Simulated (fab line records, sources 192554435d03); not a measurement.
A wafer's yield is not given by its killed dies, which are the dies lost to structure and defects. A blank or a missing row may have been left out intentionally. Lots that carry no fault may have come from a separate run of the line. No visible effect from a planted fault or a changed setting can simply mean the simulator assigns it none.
Which tool was responsible? -- flow n5 finfet -- 36 wafers from 12 lots sampled at 3 of the route's 1938 steps

## WHAT THE GAUGES READ, wafer by wafer
N5_BEOL_M8_THK_MEAS_01.
lot,measured,on,M8_ILD_THK (nm)
L075,day 10 09:34,film metro-01,151.5 155.0 155.7
L076,day 10 21:10,film metro-02,153.5 155.8 156.3
L080,day 11 02:20,film metro-01,154.5 154.4 156.6
L081,day 11 18:10,film metro-02,155.9 154.8 157.9
L082,day 12 04:31,film metro-02,152.3 155.3 154.5
L085,day 13 04:19,film metro-01,154.3 156.6 156.4
L087,day 13 06:13,film metro-01,152.2 157.8 155.5
L088,day 13 18:05,film metro-02,154.1 155.6 157.3
L091,day 14 07:02,film metro-01,155.6 155.1 155.6
L094,day 14 23:08,film metro-02,155.4 157.6 157.8
L093,day 15 06:41,film metro-02,154.4 156.7 158.3
L097,day 15 14:16,film metro-02,154.9 157.9 157.0

## WHAT TOOL EACH LOT RAN ON (gives the tool, then ch and the chambers of the sampled wafers, and finally the start)
lot,N5_BEOL_M7_ALD_77,N5_BEOL_M7_CMP_52
L075,"ald metal-02 ch 2,3, day 10 05:20","cmp-03 ch 0,3, day 10 08:28"
L076,"ald metal-01 ch 0,2,3, day 10 15:59","cmp-03 ch 0,1,3, day 10 20:05"
L080,"ald metal-02 ch 1,2,3, day 10 23:37","cmp-03 ch 1,3, day 11 01:16"
L081,"ald metal-01 ch 0,1,2, day 11 14:41","cmp-04 ch 2,3, day 11 17:05"
L082,"ald metal-01 ch 0,1, day 12 02:06","cmp-03 ch 0,1, day 12 03:27"
L085,"ald metal-02 ch 1,2,3, day 13 00:14","cmp-03 ch 1,2, day 13 01:23"
L087,"ald metal-03 ch 0,1,3, day 13 03:13","cmp-01 ch 0,3, day 13 04:26"
L088,"ald metal-02 ch 0,1,2, day 13 15:09","cmp-01 ch 0,3, day 13 17:01"
L091,"ald metal-01 ch 2,3, day 14 04:26","cmp-03 ch 2,3, day 14 05:58"
L094,"ald metal-01 ch 0,1, day 14 20:29","cmp-03 ch 0,2, day 14 22:03"
L093,"ald metal-02 ch 2,3, day 15 04:19","cmp-03 ch 1,3, day 15 05:31"
L097,"ald metal-03 ch 0,2, day 15 12:02","cmp-04 ch 0,3, day 15 13:12"
- N5_BEOL_M7_ALD_77: deposits TaN, target thk 2 nm, pulse time 2 s, purge time 3 s.
- N5_BEOL_M7_CMP_52: polishes, stops on SiCOH lowk, t overpolish 6.9 s, target thk 80 nm.

## THE ANSWER, worked out from the rows above alone
Rule: what is usual is taken from the lots themselves. Put in order of their means at a reading, lots are off if they are a third of the lots or fewer, leave a main group of 4 or more, and stand apart from it by a gap of 3 or more times the standard deviation of the main group's means; of several such gaps the widest counts. A main group whose means are all the same, to the digits that the tables above print for the reading, isn't used. A lot without any number at a reading at which 4 lots or more have one is off too. All remaining lots with rows at the step are treated as sound.
Nothing can be told from this: no lot is off at any reading shown.

## WHAT THE SIMULATOR HAD PUT IN
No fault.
